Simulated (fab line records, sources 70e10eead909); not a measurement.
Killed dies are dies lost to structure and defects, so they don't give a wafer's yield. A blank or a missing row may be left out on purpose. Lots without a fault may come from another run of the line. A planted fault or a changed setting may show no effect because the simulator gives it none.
Which tool did it? | flow nand_harc | 13 lots, 37 wafers sampled, at 4 steps of a route of 1302

WHAT THE GAUGES READ, wafer by wafer
NHARC_P_ZERO_WELL_CD_MEAS_37: target cd 720 nm. Usual: cd_nm 719.7 nm, standard deviation 2.6.
lot  | measured     | on        | cd_nm (nm)        | flag
L306 | day 1 23:58  | cd_sem-01 | 718.2 717.0 717.1 |
L307 | day 2 10:14  | cd_sem-03 | 717.3 719.1 712.4 |
L308 | day 2 20:14  | cd_sem-01 | 718.8 719.9 712.7 |
L309 | day 3 06:13  | cd_sem-01 | 720.3 721.5 722.3 |
L310 | day 3 16:01  | cd_sem-02 | 721.7 721.9 718.6 |
L312 | day 4 11:58  | cd_sem-03 | 721.1 719.2 721.4 |
L313 | day 4 22:05  | cd_sem-02 | 720.0             |
L316 | day 6 04:04  | cd_sem-01 | 720.2 719.5 719.2 |
L323 | day 9 02:23  | cd_sem-02 | 725.3 722.3 723.4 |
L324 | day 9 12:14  | cd_sem-02 | 721.2 718.7 721.5 |
L325 | day 9 22:31  | cd_sem-02 | 713.8 719.9 718.4 |
L327 | day 10 18:07 | cd_sem-03 | 718.8 721.0 719.4 |
L329 | day 11 16:08 | cd_sem-03 | 720.3 722.5 719.8 |

NHARC_P_STI_INSPECT_11. Usual: raw_defect_count 5.5, standard deviation 2.9.
lot  | measured     | on                | raw_defect_count | flag
L306 | day 2 20:46  | defect_inspect-02 | 9 6 6            |
L307 | day 3 05:49  | defect_inspect-02 | 2 6 10           |
L308 | day 3 14:29  | defect_inspect-02 | 6 8 4            |
L309 | day 4 02:51  | defect_inspect-02 | 5 7 8            |
L310 | day 4 14:07  | defect_inspect-02 | 5 7 6            |
L312 | day 5 05:53  | defect_inspect-01 | 6 5 6            |
L313 | day 5 22:06  | defect_inspect-01 | 2                |
L316 | day 6 22:41  | defect_inspect-01 | 3 0 3            |
L323 | day 9 20:59  | defect_inspect-02 | 3 3 5            |
L324 | day 10 09:02 | defect_inspect-01 | 0 6 5            |
L325 | day 10 20:11 | defect_inspect-01 | 5 4 8            |
L327 | day 11 15:19 | defect_inspect-01 | 3 6 2            |
L329 | day 12 13:38 | defect_inspect-01 | 9 8 10           |

WHICH TOOL RAN EACH LOT (tool, then ch and the chambers of the sampled wafers, then the start)
lot  | NHARC_P_ZERO_WELL_DESCUM_26        | NHARC_P_STI_SOFTBAKE_04
L306 | rie_diel-01 ch 2,3, day 1 22:37    | litho_track-07 ch 0, day 2 20:00
L307 | rie_diel-13 ch 0,1,2, day 2 08:45  | litho_track-05 ch 0, day 3 05:00
L308 | rie_diel-04 ch 0,2,3, day 2 18:47  | litho_track-07 ch 0, day 3 14:00
L309 | rie_diel-01 ch 0,2,3, day 3 04:46  | litho_track-07 ch 0, day 4 02:00
L310 | rie_diel-13 ch 0,1,2, day 3 14:40  | litho_track-07 ch 0, day 4 13:00
L312 | rie_diel-13 ch 2,3, day 4 10:29    | litho_track-07 ch 0, day 5 05:00
L313 | rie_diel-13 ch 0, day 4 20:44      | litho_track-07 ch 0, day 5 21:00
L316 | rie_diel-13 ch 0,1,3, day 6 02:44  | litho_track-03 ch 0, day 6 22:00
L323 | rie_diel-01 ch 0,2,3, day 9 00:56  | litho_track-07 ch 0, day 9 20:00
L324 | rie_diel-13 ch 0,2,3, day 9 10:45  | litho_track-05 ch 0, day 10 08:00
L325 | rie_diel-04 ch 1,2,3, day 9 21:07  | litho_track-07 ch 0, day 10 19:00
L327 | rie_diel-13 ch 0,1,3, day 10 16:39 | litho_track-03 ch 0, day 11 14:00
L329 | rie_diel-13 ch 0,1,3, day 11 14:38 | litho_track-05 ch 0, day 12 13:00
- NHARC_P_ZERO_WELL_DESCUM_26: chemistry O2, time 3 s.
- NHARC_P_STI_SOFTBAKE_04: time 70 s.

WHAT THE TOOLS THEMSELVES READ (means of the sampled wafers that have a number; where no wafer has one, the mark that the record gives instead)
NHARC_P_ZERO_WELL_DESCUM_26. Usual: drypump_motor_current_A 5.8 A, standard deviation 0.46; oes_product_au 1.003 a.u., standard deviation 0.011; rf_vpp_V 57.7 V, standard deviation 0.9; showerhead_plenum_p_Torr 1.91 Torr, standard deviation 0.11; throttle_valve_pct 11.310 %, standard deviation 0.0084.
lot  | tool        | drypump_motor_current_A (A) | oes_product_au (a.u.) | rf_vpp_V (V) | showerhead_plenum_p_Torr (Torr) | throttle_valve_pct (%) | flag
L306 | rie_diel-01 | 6.1                         | 1.002                 | 57.4         | 1.93                            | 11.314                 |
L307 | rie_diel-13 | 5.9                         | 1.004                 | 57.8         | 1.91                            | 11.313                 |
L308 | rie_diel-04 | 5.8                         | 1.004                 | 58.0         | 1.88                            | 11.304                 |
L309 | rie_diel-01 | 5.6                         | 1.013                 | 58.0         | 1.99                            | 11.316                 |
L310 | rie_diel-13 | 5.9                         | 1.008                 | 57.0         | 1.91                            | 11.301                 |
L312 | rie_diel-13 | 5.7                         | 0.996                 | 56.7         | 1.82                            | 11.302                 |
L313 | rie_diel-13 | 5.9                         | 1.019                 | 58.3         | 2.06                            | 11.300                 |
L316 | rie_diel-13 | 6.1                         | 1.004                 | 57.4         | 1.88                            | 11.311                 |
L323 | rie_diel-01 | 5.6                         | 1.003                 | 58.0         | 1.97                            | 11.311                 |
L324 | rie_diel-13 | 5.7                         | 0.993                 | 57.0         | 1.90                            | 11.310                 |
L325 | rie_diel-04 | 6.0                         | 1.001                 | 57.2         | 1.93                            | 11.301                 |
L327 | rie_diel-13 | 6.1                         | 0.991                 | 57.0         | 1.87                            | 11.316                 |
L329 | rie_diel-13 | 6.1                         | 0.988                 | 57.0         | 1.87                            | 11.316                 |

NHARC_P_STI_SOFTBAKE_04. Usual: heater_power_total_W 200.6 W, standard deviation 1.3.
lot  | tool           | heater_power_total_W (W) | flag
L306 | litho_track-07 | 200.5                    |
L307 | litho_track-05 | 200.1                    |
L308 | litho_track-07 | 200.7                    |
L309 | litho_track-07 | 201.2                    |
L310 | litho_track-07 | 199.4                    |
L312 | litho_track-07 | 201.0                    |
L313 | litho_track-07 | 207.3                    | OFF
L316 | litho_track-03 | 199.5                    |
L323 | litho_track-07 | 200.7                    |
L324 | litho_track-05 | 200.2                    |
L325 | litho_track-07 | 200.2                    |
L327 | litho_track-03 | 200.1                    |
L329 | litho_track-05 | 202.6                    |

THE ANSWER, worked out from the rows above alone
Rule: a lot is off if the mean of its wafers that have a number lies more than 3 standard deviations from the usual mean. A lot without any number at a reading at which 4 lots or more have one is off too. The other lots that the step has rows for count as sound. The gauges are gone through in route order, then the tools' own readings, and for those a lot's mean is taken as printed above. The first step at which some lot is off is used, and at that step the reading that is off furthest; a lot without a number counts as furthest.
Off: L313, at NHARC_P_STI_SOFTBAKE_04 (heater_power_total_W).
A tool fits if, at that step or a process step before it, it ran every lot that is off, and no sound lot after the first of them. None of those tried fits.

WHAT THE SIMULATOR HAD PUT IN
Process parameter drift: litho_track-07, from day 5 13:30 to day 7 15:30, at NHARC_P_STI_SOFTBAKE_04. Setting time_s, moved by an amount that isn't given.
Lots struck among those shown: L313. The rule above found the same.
